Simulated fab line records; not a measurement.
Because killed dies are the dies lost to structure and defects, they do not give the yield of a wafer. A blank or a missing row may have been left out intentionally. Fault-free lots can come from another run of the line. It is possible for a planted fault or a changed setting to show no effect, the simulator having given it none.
A struck lot beside a sound one :: flow n5-finfet :: 41 steps out of a route of 1938
Sound: these wafers, L228.1, L228.2, L228.3. Struck: wafer L237.4. (L237.6 of the same lot was not struck and is left out.) The cause comes at the end.
Each step with rows lists, per side, the tool, then ch with its chambers, then its first start. Under that, the readings that differ: sound wafers :: struck wafers :: difference of the means :: sigmas: that difference in standard deviations of wafers without a fault.
alike: words and numbers the same on both sides, and readings whose means are apart by under 2 such deviations; not compared: readings that were withheld, readings missing a value for some wafer, numbers with overlapping values and no deviation given by the record, and bounds like >300 which may hide the same value.
Wherever a step has rows on one side only, a row that says differs or no value, or a row with sigmas, the two part there. When numbers do not overlap yet have no deviation, they are printed without sigmas and do not part them. A reading missing from all wafers of one side parts the sides only when that side holds two or more wafers.

N5_SD_EPI_N_SD_RECESS_17: chemistry HBr/Cl2/O2, target depth 41 nm, time 23.7 s, bt time 3 s.
  sound on rie-si-04 ch 0,1,3, day 5 17:21; struck on rie-si-04 ch 0, day 7 19:18
  alike: drypump-motor-current-A, oes-product-au, throttle-valve-pct
  not compared: rf-hours-counter-h
then, 5 steps without rows for these wafers: N5_SD_EPI_N_STRIP_38 (strips in N2/H2); N5_SD_EPI_N_WET_ETCH_43 (etches SiO2 in dHF, time 14 s, target depth 1.5 nm); N5_SD_EPI_N_STRIP_18 (strips in SPM, time 750 s); N5_SD_EPI_N_SRD_20 (time 30 s); N5_SD_EPI_N_PRECLEAN_48 (cleans in NF3:NH3, afs cycles 2, time 20 s, sublimation time 60 s).
N5_SD_EPI_N_VAPOR_ETCH_50: etches Si in HCl, time 54 s.
  sound on epi-rpcvd-04 ch 0, day 5 18:16; struck on epi-rpcvd-03 ch 0, day 7 20:13
  alike: throttle-valve-pct
then, 1 step without rows for these wafers: N5_SD_EPI_N_EPI_21 (deposits Si:P, time 690 s).
N5_SD_EPI_N_EPI_MEAS_23:
  sound on film-metro-01, day 5 20:47; struck on film-metro-01, day 7 22:02
  alike: thk-nm
then, 3 steps without rows for these wafers: N5_SD_EPI_N_PRECLEAN_24 (cleans in O3/DIW, time 60 s); N5_SD_EPI_N_SRD_25 (time 30 s); N5_SD_EPI_N_PRECLEAN_49 (cleans in NF3:NH3, afs cycles 1, time 20 s, sublimation time 60 s).
N5_SD_EPI_N_LINER_46: material SiNx, target thk 3 nm.
  sound on ald-sin-03 ch 0,1,2, day 5 21:59; struck on ald-sin-03 ch 3, day 7 22:28
reading: model.SiNx_of_SD_EPI_N_LINER_46.thk-nm (nm)
sound: 3 3 3
struck: 2
difference: -1
sigmas: 
  alike: heater-power-w
N5_SD_EPI_N_INSPECT_26: inspects for defects (darkfield).
  sound on defect-inspect-01, day 5 22:14; struck on defect-inspect-01, day 7 22:36
  alike: raw-defect-count
then, 8 steps without rows for these wafers: N5_SD_EPI_P_COAT_34 (time 60 s, resist thk 350 nm); N5_SD_EPI_P_COAT_35 (time 60 s, resist thk 35 nm); N5_SD_EPI_P_COAT_03 (resist thk 150 nm); N5_SD_EPI_P_EBR_05; N5_SD_EPI_P_SOFTBAKE_04 (time 60 s); N5_SD_EPI_P_EXPOSE_06 (exposes mask SD P BLK, target cd 240 nm); N5_SD_EPI_P_PEB_07 (peb time 60 s); N5_SD_EPI_P_DEVELOP_08 (develop time 30 s).
N5_SD_EPI_P_CD_MEAS_09: the cd target is 240 nm.
  sound on cd-sem-03 ch 0, day 5 22:31; struck on cd-sem-03 ch 0, day 7 23:03
  alike: cd-nm
N5_SD_EPI_P_OVL_MEAS_10:
  sound on overlay-01 ch 0, day 5 22:32; struck on overlay-01 ch 0, day 7 23:04
reading: SD_P_BLK_OVL (nm)
sound: -2.8 -1.3 -1.6
struck: 0.0
difference: +1.9
sigmas: +2
N5_SD_EPI_P_INSPECT_11: inspects for defects (macro).
  sound on defect-inspect-01, day 5 22:34; struck on defect-inspect-01, day 7 23:06
  alike: raw-defect-count
N5_SD_EPI_P_DESCUM_14: chemistry O2, time 7.9 s.
  sound on rie-diel-06 ch 0,1,2, day 5 22:36; struck on rie-diel-06 ch 1, day 7 23:19
  alike: drypump-motor-current-A, oes-product-au, rf-vpp-V, showerhead-plenum-p-Torr, temp-c, throttle-valve-pct
  not compared: rf-hours-counter-h
N5_SD_EPI_P_ETCH_36: etches SiARC in CF4, target depth 45.5 nm, time 75.8 s.
  sound on rie-diel-06 ch 0,1,2, day 5 22:38; struck on rie-diel-06 ch 1, day 7 23:22
  alike: drypump-motor-current-A, etch-rf-on-time-s, oes-product-au, rf-vpp-V, showerhead-plenum-p-Torr, throttle-valve-pct
  not compared: rf-hours-counter-h
then, 3 steps without rows for these wafers: N5_SD_EPI_P_ETCH_37 (etches SOC in N2/H2, overetch 108 nm, time 486 s); N5_SD_EPI_P_STRIP_38 (strips in N2/H2); N5_SD_EPI_P_ETCHBACK_46 (etches SiNx in CH3F/O2, stops on SiO2, target depth 17.5 nm).
N5_SD_EPI_P_ETCH_47: etches SiOCN in CH3F/O2, target depth 25 nm.
  sound on rie-diel-06 ch 0,1,2, day 5 23:07; struck on rie-diel-06 ch 1, day 7 23:52
  alike: CH3F_flow_sccm, drypump-motor-current-A, oes-product-au, rf-vpp-V, showerhead-plenum-p-Torr, throttle-valve-pct
  not compared: rf-hours-counter-h
then, 7 steps without rows for these wafers: N5_SD_EPI_P_ETCH_16 (etches SiO2 in CHF3/O2, target depth 5 nm); N5_SD_EPI_P_STRIP_50 (strips in CHF3/O2); N5_SD_EPI_P_SD_RECESS_17 (chemistry HBr/Cl2/O2, target depth 39.1 nm, bt time 3 s); N5_SD_EPI_P_WET_ETCH_45 (etches SiO2 in dHF, time 10.7 s, target depth 2 nm, rinse time 30 s); N5_SD_EPI_P_STRIP_40 (strips in N2/H2); N5_SD_EPI_P_PRECLEAN_52 (cleans in O3/DIW, time 60 s); N5_SD_EPI_P_SRD_20 (time 30 s).
N5_SD_EPI_P_PRECLEAN_51: cleans in NF3:NH3, afs cycles 1, time 20 s, sublimation time 60 s.
  sound on epi-rpcvd-02 ch 0, day 5 23:37; struck on epi-rpcvd-03 ch 0, day 8 00:22
reading: model.SiNx_of_SD_EPI_N_LINER_46.thk-nm (nm)
sound: 2.6 2.6 2.6
struck: 1.6
difference: -1.0
sigmas: 
then, 1 step without rows for these wafers: N5_SD_EPI_P_VAPOR_ETCH_44 (etches SiGe30 in NF3/Ar, time 3.3 s).
-- here the record skips 10 days between the struck wafers' starts before and after, leaving off in module SD_EPI_P and picking up in module PASSIVATION (first step shown: number 1936 of the route) --
N5_PASSIVATION_PROBE_49:
  sound on prober-01, day 15 17:39; struck on prober-02, day 18 04:56
  alike: killed_at_M0_to_M3, killed_at_M4_up, killed-at-contacts, killed-at-front-end, killed-at-other, killed-dies, killed-on-rim, killed-open, killed-short

WHERE THEY PART
Only at N5_SD_EPI_P_OVL_MEAS_10, as far as this record shows. Later steps at which nothing parts them and some readings are alike: N5_SD_EPI_P_INSPECT_11, N5_SD_EPI_P_DESCUM_14, N5_SD_EPI_P_ETCH_36, N5_SD_EPI_P_ETCH_47, N5_PASSIVATION_PROBE_49.

WHY: the cause the simulator had injected
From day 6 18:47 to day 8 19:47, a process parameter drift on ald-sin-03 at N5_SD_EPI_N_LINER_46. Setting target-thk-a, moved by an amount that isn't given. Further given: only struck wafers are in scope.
